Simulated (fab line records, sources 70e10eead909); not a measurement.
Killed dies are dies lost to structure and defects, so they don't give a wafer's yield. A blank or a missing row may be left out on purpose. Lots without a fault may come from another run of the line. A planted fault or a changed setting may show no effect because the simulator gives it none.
A struck lot beside a sound one | flow nand_harc | 42 steps out of a route of 1159
Sound: wafers L898.2, L898.4, L898.6. Struck: wafers L909.4, L909.5, L909.6. The cause comes at the end.
At each step with rows: each side's tool, then ch and its chambers, then its first start. Under that, the readings that differ: sound wafers | struck wafers | difference of the means | sigmas: that difference in standard deviations of wafers without a fault.
alike: readings whose means differ by less than 2 such deviations, and words and numbers that are the same on both sides. not compared: withheld readings, readings that some wafer has no value for, bounds like >300 that may hide the same value, and numbers for which the record gives no deviation and whose values overlap.
The two part at a step that has a row with sigmas, a row that says differs or no value, or rows on one side only. Numbers that don't overlap but have no deviation are shown without sigmas and don't part them. A reading that every wafer of one side lacks parts them only if that side has two wafers or more.

NHARC_A_CONTACT_OVL_MEAS_70:
  sound on overlay-02, day 17 04:56; struck on overlay-02, day 20 11:16
  alike: overlay_x_nm, overlay_y_nm
NHARC_A_CONTACT_INSPECT_71:
  sound on defect_inspect-01, day 17 04:59; struck on defect_inspect-02, day 20 11:18
  alike: raw_defect_count
then, 6 steps without rows for these wafers: NHARC_A_CONTACT_DESCUM_74 (chemistry O2, time 3 s); NHARC_A_CONTACT_ETCH_75 (etches the open film in CF4, target depth 39 nm, time 65 s); NHARC_A_CONTACT_ETCH_76 (etches the open film in N2/H2, target depth 260 nm, time 475.3 s); NHARC_A_CONTACT_ETCH_77 (etches the open film in CF4/CHF3, target depth 72.6 nm, time 36.3 s); NHARC_A_CONTACT_ETCH_78 (etches the open film in O2/COS, target depth 2800 nm, time 728 s); NHARC_A_CONTACT_ETCH_124 (etches the open film in C4F8/O2/Ar, time 140 s, target depth 700 nm).
NHARC_A_CONTACT_ETCH_125: etches the open film in C4F8/O2/Ar, time 155 s, target depth 956 nm.
  sound on har_cap_etch-02 ch 0,1, day 17 06:23; struck on har_cap_etch-02 ch 0,1, day 20 12:44
  not compared: rf_hours_counter_h
then, 1 step without rows for these wafers: NHARC_A_CONTACT_ETCH_126 (etches the open film in C4F8/O2/Ar, time 155 s, target depth 956 nm).
NHARC_A_CONTACT_ETCH_127: etches the open film in C4F8/O2/Ar, time 155 s, target depth 956 nm.
  sound on har_cap_etch-02 ch 0,1, day 17 06:40; struck on har_cap_etch-02 ch 0,1, day 20 13:01
  not compared: rf_hours_counter_h
NHARC_A_CONTACT_ETCH_128: etches the open film in C4F8/O2/Ar, time 155 s, target depth 956 nm.
  sound on har_cap_etch-02 ch 0,1, day 17 06:49; struck on har_cap_etch-02 ch 0,1, day 20 13:10
  not compared: rf_hours_counter_h
NHARC_A_CONTACT_ETCH_129: etches the open film in C4F8/O2/Ar, time 155 s, target depth 956 nm.
  sound on har_cap_etch-02 ch 0,1, day 17 06:57; struck on har_cap_etch-02 ch 0,1, day 20 13:18
  not compared: rf_hours_counter_h
then, 1 step without rows for these wafers: NHARC_A_CONTACT_ETCH_130 (etches the open film in C4F8/O2/Ar, time 155 s, target depth 956 nm).
NHARC_A_CONTACT_ETCH_131: etches the open film in C4F8/O2/Ar, time 155 s, target depth 956 nm.
  sound on har_cap_etch-02 ch 0,1, day 17 07:14; struck on har_cap_etch-02 ch 0,1, day 20 13:35
  not compared: rf_hours_counter_h
NHARC_A_CONTACT_ETCH_132: etches the open film in C4F8/O2/Ar, time 156 s, target depth 958 nm.
  sound on har_cap_etch-02 ch 0,1, day 17 07:23; struck on har_cap_etch-02 ch 0,1, day 20 13:44
  not compared: rf_hours_counter_h
then, 3 steps without rows for these wafers: NHARC_A_CONTACT_ETCH_133 (etches the open film in C4F8/O2/Ar, time 195 s, target depth 840 nm); NHARC_A_CONTACT_ETCH_91 (etches the open film in CH3F/O2, target depth 40 nm, time 85.7 s); NHARC_A_CONTACT_ETCH_97 (etches the open film in C4F6/O2, target depth 20 nm, time 10 s).
NHARC_A_CONTACT_CD_MEAS_80:
  sound on cd_sem-02, day 17 08:17; struck on cd_sem-01, day 20 14:38
  alike: cd_nm
then, 18 steps without rows for these wafers: NHARC_A_CONTACT_STRIP_103 (strips in N2/H2); NHARC_A_CONTACT_STRIP_104 (strips in CF4/CHF3); NHARC_A_CONTACT_STRIP_105 (strips in O2/COS); NHARC_A_CONTACT_ETCH_106 (etches the open film in CF4/O2, target depth 60 nm, overetch 6 nm, time 33 s); NHARC_A_CONTACT_STRIP_82 (strips in O2); NHARC_A_CONTACT_STRIP_83 (strips in post etch residue remover, time 600 s); NHARC_A_CONTACT_DEP_84 (deposits aC, target thk 2000 nm); NHARC_A_CONTACT_DEP_85 (deposits SiON, target thk 50 nm); NHARC_A_CONTACT_DEHYDRATE_00 (time 120 s); NHARC_A_CONTACT_HMDS_01 (time 30 s); NHARC_A_CONTACT_COAT_86 (time 75 s); NHARC_A_CONTACT_COAT_87 (time 65 s); NHARC_A_CONTACT_COAT_02 (resist thk 90 nm); NHARC_A_CONTACT_SOFTBAKE_03 (time 55 s); NHARC_A_CONTACT_EBR_04; NHARC_A_CONTACT_EXPOSE_05 (exposes mask A CC); NHARC_A_CONTACT_PEB_06 (peb time 65 s); NHARC_A_CONTACT_DEVELOP_07 (develop time 35 s).
NHARC_A_CONTACT_CD_MEAS_08: target cd 100 nm.
  sound on cd_sem-02 ch 0, day 17 11:06; struck on cd_sem-02 ch 0, day 20 17:47
  alike: cd_nm
NHARC_A_CONTACT_OVL_MEAS_09:
  sound on overlay-02, day 17 11:11; struck on overlay-02, day 20 17:52
  alike: overlay_x_nm, overlay_y_nm
then, 1 step without rows for these wafers: NHARC_A_CONTACT_DESCUM_13 (chemistry O2, time 3 s).
-- the record jumps here: 3 days lie between the struck wafers' starts before and after (it left off in module A_CONTACT and takes up again in module END, whose first step shown is number 1159 of the route) --
NHARC_END_SORT_01:
  the record has rows for the struck wafers here (prober-02 ch 0, day 23 15:02) and none for the sound ones

WHERE THEY PART
Only at NHARC_END_SORT_01, within this record.

WHY: what the simulator had put in
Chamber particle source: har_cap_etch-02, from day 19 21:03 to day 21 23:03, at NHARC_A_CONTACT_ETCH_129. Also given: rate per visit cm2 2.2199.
